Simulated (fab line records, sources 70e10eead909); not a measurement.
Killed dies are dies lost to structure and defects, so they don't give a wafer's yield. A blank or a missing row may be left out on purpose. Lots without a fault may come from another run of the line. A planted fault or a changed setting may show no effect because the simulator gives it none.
fab line records | flow nand_harc
record lots=12 wafers=36 last_day=33
route steps=1302 shown P_M0@264 P_M1@285
lots that met no fault: from a run of the same line without faults
start_h: hours from the record's first day to the start of the lot's first wafer shown | wait_h: hours since the lot's step before | " the same as in the row above | L1.1+2: a row that stands for several wafers | - no value, or no start given | * or withheld: withheld | < > ~ a bound
route shown NAME@n: a module of which the file shows steps, and the number in the route of the first | usual: mean/standard deviation of fault-free wafers | same: alike in all rows | chamber/n: place in a boat | sites: the reading at each site | _std_site: their standard deviation | _edge_site: outer sites' mean less inner sites' | radius_mm: how far each site lies from the wafer's centre | mask NAME#n: copy n | behind: the tool/chamber that last shaped the wafer | hold: why the lot was held/for how many hours/how that ended | device: the transistor (n, p or np) that didn't switch | end of line: the same wafers' tests at the end of the route | a step without rows: its recipe alone | killed: dies lost to structure and defects at the first sort, not the wafer's yield | map: a wafer's dies, x killed, . not, _ none there
set.NAME: the setting as run; set.NAME@STEP: as run at that earlier step | model.NAME: the simulator's own value behind a step, which no gauge read
steps of the route over a sample of lots; a table a step, a row a wafer
services: from which hour (start_h, from the record's first day; less than 0 if before it) a tool's chamber was out of use, for how many hours, and why
## steps
# step NHARC_P_M0_OVL_MEAS_10
# recipe pitch_nm=180
# usual overlay_x_nm=-0.2/0.75 overlay_y_nm=0.1/0.82
# columns lot.wafer tool chamber start_h wait_h overlay_x_nm overlay_y_nm
L859.1 overlay-02 - 119.78 - 1.0 -0.4
L859.3 " - " " 0.8 0.6
L859.5 " - " " 0.8 0.0
L862.1 overlay-02 - 150.80 - 0.2 0.1
L862.5 " - " " 0.1 -0.5
L862.6 " - " " 0.6 0.1
L861.1 overlay-01 - 153.37 - -0.7 1.2
L861.4 " - " " -0.5 1.3
L861.5 " - " " -0.7 1.2
L863.3 overlay-02 - 162.72 - -0.3 1.9
L863.5 " - " " -1.0 1.9
L863.6 " - " " -0.1 1.5
L872.1 overlay-01 - 269.00 - -0.4 -0.3
L872.5 " - " " 0.1 0.9
L872.6 " - " " -0.6 0.3
L873.1 overlay-02 - 269.98 - 0.2 1.5
L873.5 " - " " 1.1 1.0
L873.6 " - " " 0.5 1.3
L876.1 overlay-02 - 293.10 - 0.0 0.4
L876.2 " - " " 0.4 -0.1
L876.4 " - " " -0.4 0.1
L877.3 overlay-02 - 299.46 - 0.1 0.5
L877.4 " - " " -0.3 0.5
L877.5 " - " " -0.2 0.0
L879.2 overlay-01 - 314.92 - 0.6 -0.4
L879.3 " - " " 1.4 -0.3
L879.4 " - " " 0.6 -0.4
L878.2 overlay-01 - 315.72 - -0.8 -0.2
L878.3 " - " " -0.5 -0.8
L878.5 " - " " -0.7 -0.6
L880.1 overlay-02 - 327.26 - -0.7 0.5
L880.2 " - " " -0.8 0.6
L880.3 " - " " -1.2 0.6
L881.1 overlay-02 - 340.05 - -0.5 -1.0
L881.2 " - " " -0.5 -0.7
L881.5 " - " " -0.7 -0.9
# step NHARC_P_M0_PRE_CLEAN_31
# recipe time_s=12 temp_c=370 rf_power_w=300 gas=NH3
# usual heater_power_w=616/57
# columns lot.wafer tool chamber start_h wait_h heater_power_w
L859.3 pecvd-02 0 122.45 0.1 661
L859.1 " 1 " " 681
L859.5 " 0 " " 676
L862.1 pecvd-03 1 153.49 0.1 594
L862.6 " 1 " " 587
L862.5 " 0 " " 566
L861.1 pecvd-03 1 156.02 0.1 569
L861.4 " 1 " " 568
L861.5 " 0 " " 485
L863.3 pecvd-01 1 165.40 0.1 652
L863.6 " 0 " " 587
L863.5 " 1 " " 678
L872.1 pecvd-01 2 271.64 0.1 673
L872.6 " 2 " " 665
L872.5 " 0 " " 533
L873.1 pecvd-01 2 272.88 0.1 647
L873.6 " 2 " " 646
L873.5 " 1 " " 686
L876.2 pecvd-02 1 295.73 0.1 601
L876.1 " 0 " " 613
L876.4 " 1 " " 590
L877.3 pecvd-02 0 302.11 0.1 614
L877.5 " 0 " " 614
L877.4 " 1 " " 621
L879.2 pecvd-02 1 317.60 0.1 619
L879.3 " 0 " " 676
L879.4 " 1 " " 625
L878.2 pecvd-02 1 318.38 0.1 548
L878.3 " 0 " " 631
L878.5 " 2 " " 587
L880.3 pecvd-03 2 329.89 0.1 694
L880.2 " 0 " " 553
L880.1 " 1 " " 687
L881.2 pecvd-02 1 342.70 0.1 599
L881.1 " 0 " " 637
L881.5 " 1 " " 588
# step NHARC_P_M1_DEP_00
# recipe target_thk_a=1825 target_thk_nm=182.5 temp_c=withheld pressure_torr=5 flow_sccm=200 rf_w=600 material=SiOC
# usual showerhead_vpp_V=1510/95
# columns lot.wafer tool chamber start_h wait_h showerhead_vpp_V
L859.1 pecvd-03 2 122.99 - 1471
L859.3 " 0 " " 1539
L859.5 " 2 " " 1460
L862.1 pecvd-01 1 154.15 0.5 1498
L862.6 " 1 " " 1514
L862.5 " 0 " " 1413
L861.1 pecvd-02 0 156.77 0.6 1532
L861.4 " 1 " " 1770
L861.5 " 0 " " 1508
L863.3 pecvd-03 0 165.88 - 1529
L863.6 " 0 " " 1566
L863.5 " 2 " " 1422
L872.1 pecvd-03 1 272.18 - 1354
L872.5 " 0 " " 1543
L872.6 " 1 " " 1361
L872.1 pecvd-03 1 272.77 - 1351
L872.5 " 0 " " 1519
L872.6 " 1 " " 1346
L873.1 pecvd-01 2 273.56 - 1524
L873.6 " 2 " " 1503
L873.5 " 0 " " 1439
L873.1 pecvd-01 2 274.28 - 1510
L873.6 " 2 " " 1532
L873.5 " 0 " " 1424
L876.1 pecvd-01 0 296.27 - 1443
L876.2 " 1 " " 1509
L876.4 " 1 " " 1509
L877.3 pecvd-01 2 302.64 - 1531
L877.5 " 1 " " 1511
L877.4 " 2 " " 1509
L879.3 pecvd-03 2 318.10 - 1460
L879.2 " 1 " " 1354
L879.4 " 2 " " 1473
L878.3 pecvd-02 0 318.85 - 1520
L878.2 " 2 " " 1553
L878.5 " 1 " " 1716
L880.3 pecvd-02 0 330.38 - 1531
L880.2 " 1 " " 1747
L880.1 " 2 " " 1537
L881.1 pecvd-01 1 343.20 - 1497
L881.2 " 0 " " 1445
L881.5 " 1 " " 1488
# step NHARC_P_M1_ETCH_28
# recipe target_depth_a=300 over_etch_frac=0.3 time_s=72.99 ion_energy_ev=150 cf4_flow_sccm=50 n2_flow_sccm=100 ar_flow_sccm=150 rf_w=300 bias_w=100 chemistry=CF4/N2
# usual bias_w=100.0/0.31 drypump_motor_current_A=5.4/0.51 oes_product_au=1.002/0.0076 rf_vpp_V=314.0/1.8 showerhead_plenum_p_Torr=2.61/0.098 throttle_valve_pct=19.794/0.0081
# columns lot.wafer tool chamber start_h wait_h bias_w drypump_motor_current_A oes_product_au rf_hours_counter_h rf_vpp_V showerhead_plenum_p_Torr throttle_valve_pct
L859.1 rie_diel-06 2 - - 100.3 5.0 1.000 13 312.2 2.52 19.794
L859.3 " 3 " " 100.1 5.1 1.007 14 312.3 2.54 19.786
L859.5 " 0 " " 100.2 5.7 1.011 - 312.0 2.61 19.779
L862.1 rie_diel-06 1 - - 100.3 6.2 0.993 1 310.7 2.45 19.785
L862.5 " 1 " " 99.7 6.2 0.997 - 310.7 2.45 19.807
L862.6 " 2 " " 100.1 5.0 0.994 - 311.8 2.52 19.796
L861.1 rie_diel-09 0 - - 99.7 5.8 1.000 1 313.2 2.58 19.791
L861.4 " 1 " " 99.9 5.6 0.994 1 314.3 2.67 19.792
L861.5 " 0 " " 99.9 5.8 0.994 - 313.8 2.58 19.808
L863.3 rie_diel-09 0 - - 100.3 5.8 1.001 3 311.4 2.58 19.796
L863.6 " 1 " " 99.7 5.6 1.004 - 315.0 2.67 19.799
L863.5 " 2 " " 99.5 4.9 0.991 - 315.2 2.71 19.776
L872.1 rie_diel-06 0 - - 100.1 5.6 0.998 11 313.8 2.60 19.796
L872.6 " 2 " " 100.1 5.0 1.003 - 313.4 2.51 19.802
L872.5 " 3 " " 99.4 5.0 1.000 - 312.2 2.54 19.797
L873.1 rie_diel-11 1 - - 100.4 4.7 1.016 1 316.2 2.72 19.793
L873.6 " 1 " " 99.6 4.7 1.001 - 315.8 2.72 19.792
L873.5 " 2 " " 99.9 5.7 0.994 - 312.5 2.49 19.789
L876.2 rie_diel-11 0 - - 99.7 4.9 0.997 3 314.3 2.72 19.809
L876.1 " 1 " " 100.0 4.7 1.002 4 315.4 2.72 19.803
L876.4 " 3 " " 99.8 5.5 0.995 3 313.6 2.60 19.786
L877.4 rie_diel-11 2 - - 100.4 5.7 1.001 4 311.2 2.49 19.783
L877.3 " 3 " " 100.5 5.5 1.004 3 314.0 2.60 19.790
L877.5 " 1 " " 100.5 4.7 1.006 - 315.5 2.72 19.794
L879.2 rie_diel-06 3 - - 100.2 5.0 1.003 0 313.3 2.53 19.795
L879.4 " 1 " " 100.0 6.2 1.001 0 311.0 2.44 19.801
L879.3 " 2 " " 99.9 5.0 0.992 0 311.6 2.51 19.796
L878.3 rie_diel-11 0 - - 99.8 4.9 0.995 5 314.4 2.72 19.795
L878.2 " 3 " " 99.5 5.5 1.001 5 315.0 2.60 19.780
L878.5 " 0 " " 99.9 4.9 0.996 - 317.2 2.72 19.784
L880.1 rie_diel-09 1 - - 99.9 5.6 0.989 0 315.9 2.65 19.790
L880.2 " 2 " " 100.2 4.9 0.999 0 314.2 2.69 19.788
L880.3 " 3 " " 99.7 6.5 0.994 0 314.6 2.73 19.789
L881.2 rie_diel-11 0 - - 100.2 4.9 1.014 7 317.1 2.72 19.807
L881.1 " 2 " " 99.7 5.7 1.001 7 311.4 2.48 19.785
L881.5 " 0 " " 99.8 4.9 1.005 - 316.8 2.72 19.790
## services
# columns tool chamber start_h hours kind
rie_diel-06 0 104.78 6.2 repair
rie_diel-06 2 118.14 4.9 repair
pecvd-01 - 130.18 13.0 pm
rie_diel-06 - 130.20 9.0 pm
rie_diel-09 - 143.45 9.0 pm
pecvd-03 2 145.28 17.6 repair
rie_diel-06 1 146.76 2.1 repair
pecvd-01 1 159.31 2.1 repair
pecvd-02 - 180.38 2.6 repair
pecvd-03 - 185.00 13.0 pm
rie_diel-06 3 202.62 7.1 repair
rie_diel-11 2 209.29 5.0 repair
rie_diel-11 - 226.63 0.5 repair
pecvd-02 - 227.00 13.0 pm
rie_diel-11 - 255.50 9.0 pm
pecvd-03 1 260.06 2.0 repair
rie_diel-06 0 274.91 2.4 repair
pecvd-01 1 277.13 4.1 repair
pecvd-01 - 284.69 0.3 repair
rie_diel-06 0 302.42 5.1 repair
rie_diel-11 1 304.75 4.0 repair
rie_diel-06 - 307.20 9.0 pm
pecvd-01 - 311.18 13.0 pm
rie_diel-11 1 319.03 32.4 repair
## key
first_sign step=NHARC_P_M1_DEP_00 reading=visit direction=added
effect none on later readings
met_at NHARC_P_M1_DEP_00
struck_lots L872,L873
not_acting_at NHARC_P_M0_OVL_MEAS_10,NHARC_P_M0_PRE_CLEAN_31,NHARC_P_M1_ETCH_28
fault kind=repeated_step_whole tool=pecvd-01,pecvd-02,pecvd-03 chamber=- onset_h=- steps=NHARC_P_M1_DEP_00 times=1 scope=struck_lots_only
